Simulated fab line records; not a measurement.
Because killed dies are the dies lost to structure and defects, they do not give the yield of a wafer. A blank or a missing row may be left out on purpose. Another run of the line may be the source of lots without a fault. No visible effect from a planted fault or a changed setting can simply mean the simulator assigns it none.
fab line records	flow n5-finfet	part 2 of 2: steps 5 to 6 of 6
[record] lots = 22	wafers = 66	last-day = 21
route steps=1938 shown MOL_CONTACT_COAG@551 BEOL_M0_SAQP@653
lots that met no fault: from a run of the same line without faults
start-h: hours from the record's first day to the start of the lot's first wafer shown	wait-h: hours from the lot's prior step to this one	" as in the row above	L1.1+2: a row that stands for several wafers	- either no value or no given start	* or withheld: withheld	< > ~ a bound
route shown NAME@n: names a module that has steps shown in the file, with the first one's number in the route	usual: mean and standard deviation over wafers with no fault	same: alike in all rows	chamber/n: place in a boat	sites: each site's reading	_std_site: the standard deviation of these	_edge_site: inner sites' mean taken away from outer sites' mean	radius-mm: for every site, how far away it sits from the centre of the wafer	mask NAME#n: copy n	behind: the last tool/chamber to shape the wafer	hold: why the lot was held/for how many hours/how that ended	device: names the non-switching transistor (n, p or np)	end of line: the tests these same wafers got at the end of their route	a step without rows: its recipe alone	killed: at the first sort, the dies lost to defects and structure; wafer yield is something else	map: a wafer's dies, x killed, . not, _ none there
set.NAME: setting as actually run; set.NAME@STEP: the setting as run at that earlier step	model.NAME: the simulator's own value behind a step, which no gauge read
steps of the route over a sample of lots; a table a step, a row a wafer
services: the hour from which a tool's chamber was out of use, counted from the record's first day as start-h (under 0 if before that day), plus the number of hours and why
[[steps]]
[step N5_MOL_CONTACT_COAG_CD_MEAS_40]
[recipe] target-cd-nm = 25.1	landing-energy-ev = 500	detector = se-inlens	polarity = opening
[usual] cd-nm = 25.17/0.26
lot.wafer	tool	chamber	start-h	wait-h	cd-nm
L074.3	cd-sem-02	0	113.10	-	24.90
L074.4	"	0	"	"	25.32
L074.5	"	0	"	"	24.60
L076.2	cd-sem-01	0	115.74	-	24.74
L076.5	"	0	"	"	25.16
L076.6	"	0	"	"	25.02
L075.1	cd-sem-03	0	116.79	-	24.92
L075.4	"	0	"	"	25.04
L075.5	"	0	"	"	24.74
L077.2	cd-sem-02	0	117.68	-	25.41
L077.3	"	0	"	"	24.95
L077.6	"	0	"	"	25.11
L078.1	cd-sem-02	0	128.32	-	24.87
L078.4	"	0	"	"	25.27
L078.6	"	0	"	"	25.22
L079.2	cd-sem-03	0	133.95	-	25.67
L079.3	"	0	"	"	25.02
L079.4	"	0	"	"	25.12
L080.2	cd-sem-03	0	141.20	-	24.71
L080.4	"	0	"	"	25.27
L080.5	"	0	"	"	25.33
L081.1	cd-sem-03	0	147.72	-	25.40
L081.2	"	0	"	"	24.95
L081.6	"	0	"	"	25.01
L082.1	cd-sem-02	0	151.96	-	25.28
L082.3	"	0	"	"	25.23
L082.6	"	0	"	"	25.35
L083.1	cd-sem-03	0	156.61	-	25.12
L083.2	"	0	"	"	25.23
L083.5	"	0	"	"	25.12
L085.2	cd-sem-01	0	174.72	-	25.09
L085.3	"	0	"	"	24.93
L085.6	"	0	"	"	25.05
L086.3	cd-sem-02	0	176.99	-	24.83
L086.5	"	0	"	"	25.35
L086.6	"	0	"	"	25.33
L087.1	cd-sem-01	0	180.62	-	25.46
L087.2	"	0	"	"	25.61
L087.6	"	0	"	"	24.98
L088.1	cd-sem-03	0	183.77	-	25.34
L088.5	"	0	"	"	25.02
L088.6	"	0	"	"	24.80
L089.1	cd-sem-03	0	194.03	-	25.32
L089.2	"	0	"	"	25.44
L089.5	"	0	"	"	25.08
L090.2	cd-sem-02	0	197.45	-	24.88
L090.3	"	0	"	"	24.98
L090.6	"	0	"	"	25.07
L091.3	cd-sem-03	0	200.50	-	24.97
L091.4	"	0	"	"	25.44
L091.6	"	0	"	"	25.39
L092.3	cd-sem-01	0	208.87	-	25.44
L092.5	"	0	"	"	25.46
L092.6	"	0	"	"	25.52
L094.1	cd-sem-03	0	225.85	-	24.67
L094.3	"	0	"	"	24.85
L094.4	"	0	"	"	24.78
L095.1	cd-sem-01	0	229.58	-	25.60
L095.3	"	0	"	"	25.58
L095.6	"	0	"	"	25.36
L096.1	cd-sem-01	0	232.23	-	25.07
L096.5	"	0	"	"	24.66
L096.6	"	0	"	"	24.63
L097.2	cd-sem-01	0	241.84	-	25.24
L097.3	"	0	"	"	25.39
L097.6	"	0	"	"	25.29
[step N5_BEOL_M0_SAQP_ETCH_83]
[recipe] chemistry = CF4	target = SiARC	target-depth-a = 390	mask-material = CAR-ArF	time-s = 65	ion-energy-ev = 80	pressure-mtorr = 40	source-w = 545	bias-w = 36	Ar_flow_sccm = 100	cf4-flow-sccm = 100	ends = cleared
[usual] bias-w = 36.00/0.11	drypump-motor-current-A = 5.6/0.31	etch-rf-on-time-s = 65.0/1.7	oes-product-au = 0.67/0.077	rf-vpp-V = 183.9/1.3	showerhead-plenum-p-Torr = 2.14/0.081	throttle-valve-pct = 15.7/0.35
lot.wafer	tool	chamber	start-h	wait-h	bias-w	drypump-motor-current-A	etch-rf-on-time-s	oes-product-au	rf-hours-counter-h	rf-vpp-V	showerhead-plenum-p-Torr	throttle-valve-pct
L074.3	rie-diel-06	1	121.47	0.0	35.99	5.6	65.3	0.69	112	183.8	2.09	16.0
L074.4	"	2	"	"	35.97	5.8	65.2	0.64	146	186.1	2.23	15.3
L074.5	"	3	"	"	36.02	5.4	64.2	0.58	-	184.2	2.04	16.2
L076.2	rie-diel-06	0	123.30	0.0	36.05	5.7	67.2	0.59	243	181.7	2.13	15.7
L076.5	"	0	"	"	35.98	5.7	67.5	0.59	-	183.4	2.13	15.7
L076.6	"	3	"	"	35.87	5.4	65.0	0.58	-	182.7	2.04	16.2
L077.2	rie-diel-02	0	140.00	0.0	36.26	5.8	62.5	0.74	54	182.5	2.11	15.6
L077.3	"	2	"	"	35.96	5.9	67.7	0.61	170	182.2	2.06	15.9
L077.6	"	1	"	"	35.92	4.8	63.2	0.68	-	184.1	2.17	15.9
L078.1	rie-diel-06	3	140.11	0.0	35.86	5.4	64.6	0.59	239	182.2	2.04	16.2
L078.4	"	2	"	"	35.97	5.8	65.5	0.63	150	184.1	2.23	15.2
L078.6	"	3	"	"	35.90	5.3	64.1	0.59	-	181.7	2.04	16.2
L075.1	rie-diel-03	2	140.27	0.0	35.98	6.0	62.7	0.63	173	183.0	2.04	15.3
L075.4	"	0	"	"	36.10	5.3	63.1	0.59	228	183.8	2.12	16.0
L075.5	"	3	"	"	35.91	6.5	66.8	0.65	-	184.8	2.18	15.6
L079.2	rie-diel-06	2	140.69	0.0	35.96	5.8	66.1	0.63	151	186.5	2.23	15.3
L079.3	"	0	"	"	36.03	5.7	67.5	0.58	246	182.8	2.13	15.7
L079.4	"	1	"	"	35.97	5.6	66.4	0.67	115	182.3	2.09	16.0
L080.2	rie-diel-02	0	148.51	0.0	36.01	5.8	62.1	0.73	57	184.1	2.11	15.6
L080.4	"	3	"	"	35.97	5.4	63.8	0.76	23	185.6	2.28	15.3
L080.5	"	2	"	"	36.00	5.8	67.4	0.61	-	183.4	2.06	16.0
L081.1	rie-diel-06	1	155.06	0.0	35.91	5.6	65.1	0.67	121	182.3	2.08	16.0
L081.2	"	2	"	"	36.07	5.8	66.3	0.63	156	185.5	2.23	15.3
L081.6	"	3	"	"	36.12	5.4	65.5	0.57	-	183.2	2.04	16.2
L082.1	rie-diel-06	1	160.40	0.0	35.93	5.7	64.7	0.68	123	182.9	2.08	16.0
L082.3	"	2	"	"	35.98	5.8	65.1	0.63	159	185.7	2.23	15.3
L082.6	"	2	"	"	35.77	5.8	65.3	0.63	-	185.3	2.23	15.3
L083.1	rie-diel-03	2	164.23	0.0	35.95	6.0	63.7	0.62	181	182.2	2.04	15.3
L083.2	"	1	"	"	36.11	5.9	62.7	0.63	208	185.5	2.20	15.6
L083.5	"	2	"	"	36.03	6.0	64.0	0.62	-	182.3	2.04	15.3
L085.2	rie-diel-02	0	182.01	0.0	35.94	5.8	62.6	0.72	67	184.0	2.11	15.7
L085.3	"	1	"	"	36.07	4.8	63.5	0.66	152	183.2	2.17	15.9
L085.6	"	2	"	"	36.13	5.8	68.3	0.59	-	183.8	2.05	16.0
L086.3	rie-diel-02	1	184.19	0.0	35.89	4.8	62.7	0.66	153	185.4	2.17	15.9
L086.5	"	0	"	"	35.98	5.8	62.9	0.72	-	183.7	2.11	15.7
L086.6	"	3	"	"	35.84	5.4	64.3	0.74	-	184.8	2.27	15.3
L087.1	rie-diel-02	3	187.50	0.0	36.12	5.4	64.0	0.74	37	185.1	2.27	15.3
L087.2	"	2	"	"	36.06	5.8	68.9	0.59	187	184.7	2.05	16.0
L087.6	"	2	"	"	35.90	5.8	68.6	0.59	-	183.0	2.05	16.0
L088.1	rie-diel-06	2	192.88	0.0	35.87	5.8	66.5	0.62	173	185.0	2.22	15.3
L088.5	"	0	"	"	35.97	5.7	64.9	0.83	-	183.8	2.12	15.2
L088.6	"	1	"	"	35.93	5.6	65.8	0.66	-	182.6	2.08	16.1
L089.1	rie-diel-06	0	203.13	0.0	35.99	5.7	63.8	0.82	13	183.3	2.12	15.2
L089.2	"	1	"	"	36.17	5.7	64.6	0.66	143	183.6	2.08	16.1
L089.5	"	1	"	"	36.09	5.6	64.6	0.66	-	182.3	2.08	16.1
L090.2	rie-diel-06	1	204.82	0.0	35.94	5.6	64.5	0.66	143	183.3	2.08	16.1
L090.3	"	0	"	"	36.33	5.7	64.5	0.81	13	183.2	2.12	15.2
L090.6	"	0	"	"	36.12	5.7	64.6	0.81	-	185.1	2.12	15.2
L091.3	rie-diel-06	2	207.43	0.0	36.17	5.8	66.2	0.61	180	184.3	2.22	15.3
L091.4	"	3	"	"	35.95	5.4	65.6	0.84	1	185.1	2.29	15.7
L091.6	"	3	"	"	35.92	5.4	65.3	0.86	-	187.1	2.29	15.7
L092.3	rie-diel-02	0	217.70	0.0	35.88	5.8	63.0	0.71	82	183.5	2.10	15.7
L092.5	"	2	"	"	35.95	5.8	69.3	0.58	-	182.9	2.05	16.0
L092.6	"	3	"	"	35.92	5.4	64.5	0.72	-	185.3	2.27	15.3
L094.1	rie-diel-02	3	232.53	0.0	36.05	5.4	65.2	0.71	53	186.2	2.27	15.3
L094.3	"	2	"	"	36.03	5.8	69.1	0.58	203	182.4	2.05	16.0
L094.4	"	3	"	"	36.19	5.4	64.8	0.72	-	185.0	2.27	15.3
L095.1	rie-diel-06	1	237.48	0.0	36.00	5.7	65.2	0.65	153	182.7	2.07	16.1
L095.3	"	0	"	"	35.80	5.7	63.3	0.78	23	183.6	2.12	15.2
L095.6	"	2	"	"	35.99	5.8	65.4	0.61	-	184.9	2.22	15.3
L096.1	rie-diel-03	2	241.08	0.0	35.93	6.0	64.3	0.60	210	183.5	2.03	15.3
L096.5	"	0	"	"	35.87	5.2	61.1	0.80	-	185.2	2.11	15.6
L096.6	"	1	"	"	35.99	5.9	62.7	0.62	-	185.2	2.19	15.6
L097.2	rie-diel-06	2	248.07	0.0	35.99	5.8	65.2	0.60	192	183.7	2.22	15.3
L097.3	"	0	"	"	35.71	5.7	63.6	0.79	27	183.2	2.11	15.2
L097.6	"	3	"	"	35.94	5.4	64.9	0.80	-	184.7	2.29	15.8
[[services]]
tool	chamber	start-h	hours	kind
pvd-sputter-03	-	87.28	0.9	repair
rie-diel-05	3	89.42	-	clean
rie-diel-05	3	89.42	-	consumable-replace:focus-ring
rie-diel-05	3	89.42	-	consumable-replace:showerhead
rie-diel-05	3	89.42	32.7	scheduled-down
rie-diel-05	3	89.42	32.7	vent-cycle
rie-diel-05	-	89.99	15.6	pm
pvd-sputter-02	-	94.64	5.5	repair
pvd-sputter-03	-	98.01	2.3	repair
pvd-sputter-02	-	102.33	3.4	repair
rie-diel-01	-	109.73	14.6	pm
pvd-sputter-02	-	113.98	5.4	repair
pvd-sputter-03	-	115.44	3.8	repair
rie-diel-03	2	118.77	6.3	repair
rie-diel-05	1	122.16	-	clean
rie-diel-05	1	122.16	-	consumable-replace:focus-ring
rie-diel-01	3	166.05	3.5	repair
ald-sin-04	-	171.41	6.1	pm
ald-sin-03	-	176.77	14.0	pm
rie-diel-06	3	179.10	4.1	repair
pvd-sputter-03	-	189.21	0.6	repair
rie-diel-04	1	200.64	69.6	repair
rie-diel-04	3	203.83	8.1	repair
rie-diel-01	-	214.57	2.8	pm
